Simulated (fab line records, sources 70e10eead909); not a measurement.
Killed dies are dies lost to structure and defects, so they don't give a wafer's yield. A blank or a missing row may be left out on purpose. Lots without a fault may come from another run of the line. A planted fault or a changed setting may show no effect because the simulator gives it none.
Tool commonality check | flow nand_harc | 11 lots, 33 wafers sampled

WHY IT WAS OPENED
At NHARC_P_GATE_CD_MEAS_26 the reading cd_nm is flagged on 1 of 11 lots. Wafers without a fault read 120.0 nm, standard deviation 0.75.
Rule: a lot is flagged when every wafer of it that has a number lies more than 4 standard deviations from that mean, or none has a number. The other lots count as sound.

lot  | measured     | on        | cd_nm (nm), wafer by wafer | flag
L758 | day 5 16:53  | cd_sem-02 | 119.6 119.4 119.7          |
L759 | day 5 17:38  | cd_sem-02 | 119.1 119.0 119.1          |
L760 | day 6 12:40  | cd_sem-01 | 120.6 120.6 119.6          |
L762 | day 7 06:22  | cd_sem-02 | 90.7 91.3 91.0             | FLAGGED
L763 | day 7 13:56  | cd_sem-02 | 120.2 117.9 120.0          |
L772 | day 11 03:44 | cd_sem-01 | 120.6 120.6 120.6          |
L773 | day 11 19:37 | cd_sem-03 | 120.1 121.1 121.0          |
L774 | day 12 09:23 | cd_sem-02 | 119.4 119.9 120.8          |
L775 | day 12 15:13 | cd_sem-01 | 120.9 119.9 120.1          |
L777 | day 13 11:47 | cd_sem-02 | 120.2 118.5 119.0          |
L778 | day 13 21:24 | cd_sem-03 | 120.6 119.7 120.1          |
The numbers of the flagged lots are 91.0 nm on average: -29.0 nm against the usual, or -39 standard deviations.

WHICH TOOL RAN EACH LOT
The record holds 2 process steps before the reading, out of a route of 1302 steps. In each cell: the tool, then ch and the chambers that the sampled wafers went through, then the start.
lot  | flag    | NHARC_P_GATE_DESCUM_13             | NHARC_P_GATE_EXPOSE_23
L758 |         | rie_diel-05 ch 0,2,3, day 5 02:53  | arfi_scanner-02 ch 0, day 5 16:44
L759 |         | rie_diel-05 ch 1,2,3, day 5 03:01  | arfi_scanner-01 ch 0, day 5 17:31
L760 |         | rie_diel-09 ch 0,1, day 5 14:49    | arfi_scanner-02 ch 0, day 6 12:32
L762 | FLAGGED | rie_diel-05 ch 1,2,3, day 6 11:34  | arfi_scanner-01 ch 0, day 7 06:13
L763 |         | rie_diel-10 ch 0,1,3, day 6 23:52  | arfi_scanner-02 ch 0, day 7 13:48
L772 |         | rie_diel-05 ch 1,2,3, day 10 12:52 | arfi_scanner-01 ch 0, day 11 03:36
L773 |         | rie_diel-10 ch 0,1,2, day 10 23:37 | arfi_scanner-01 ch 0, day 11 19:29
L774 |         | rie_diel-09 ch 0,2,3, day 11 17:16 | arfi_scanner-01 ch 0, day 12 09:16
L775 |         | rie_diel-10 ch 0,1,3, day 12 01:26 | arfi_scanner-01 ch 0, day 12 15:04
L777 |         | rie_diel-09 ch 0,1, day 12 19:50   | arfi_scanner-03 ch 0, day 13 11:40
L778 |         | rie_diel-05 ch 1,3, day 13 03:19   | arfi_scanner-03 ch 0, day 13 21:16
What these steps do:
- NHARC_P_GATE_DESCUM_13: chemistry O2, time 3 s.
- NHARC_P_GATE_EXPOSE_23: exposes mask P GATE, target cd 120 nm.
- NHARC_P_GATE_CD_MEAS_26: target cd 120 nm.

FLAGGED OVER TOTAL, TOOL BY TOOL (the gauges that took the reading come last)
step                    | tool            | lots run | flagged | share of the flagged lots | sound lots run after its first flagged lot
NHARC_P_GATE_DESCUM_13  | rie_diel-05     | 5        | 1       | all                       | 2 (L772,L778)
NHARC_P_GATE_DESCUM_13  | rie_diel-09     | 3        | 0       | none                      | -
NHARC_P_GATE_DESCUM_13  | rie_diel-10     | 3        | 0       | none                      | -
NHARC_P_GATE_EXPOSE_23  | arfi_scanner-01 | 6        | 1       | all                       | 4 (L772,L773,L774,L775)
NHARC_P_GATE_EXPOSE_23  | arfi_scanner-02 | 3        | 0       | none                      | -
NHARC_P_GATE_EXPOSE_23  | arfi_scanner-03 | 2        | 0       | none                      | -
NHARC_P_GATE_CD_MEAS_26 | cd_sem-01       | 3        | 0       | none                      | -
NHARC_P_GATE_CD_MEAS_26 | cd_sem-02       | 6        | 1       | all                       | 3 (L763,L774,L777)
NHARC_P_GATE_CD_MEAS_26 | cd_sem-03       | 2        | 0       | none                      | -

WHAT THE TABLE ALLOWS
3 rows of the table ran every flagged lot: rie_diel-05 at NHARC_P_GATE_DESCUM_13, arfi_scanner-01 at NHARC_P_GATE_EXPOSE_23, cd_sem-02 at NHARC_P_GATE_CD_MEAS_26.
- rie_diel-05 at NHARC_P_GATE_DESCUM_13: 1 of its 5 lots flagged. Sound lots ran on it after the first flagged one (L772, L778), which a lasting fault on the whole tool wouldn't allow.
- arfi_scanner-01 at NHARC_P_GATE_EXPOSE_23: 1 of its 6 lots flagged. Sound lots ran on it after the first flagged one (L772, L773, L774, L775), which a lasting fault on the whole tool wouldn't allow.
- cd_sem-02 at NHARC_P_GATE_CD_MEAS_26: 1 of its 6 lots flagged. Sound lots ran on it after the first flagged one (L763, L774, L777), which a lasting fault on the whole tool wouldn't allow.
No row of the table ran every flagged lot and no sound lot after the first.

WHAT THE SIMULATOR HAD PUT IN
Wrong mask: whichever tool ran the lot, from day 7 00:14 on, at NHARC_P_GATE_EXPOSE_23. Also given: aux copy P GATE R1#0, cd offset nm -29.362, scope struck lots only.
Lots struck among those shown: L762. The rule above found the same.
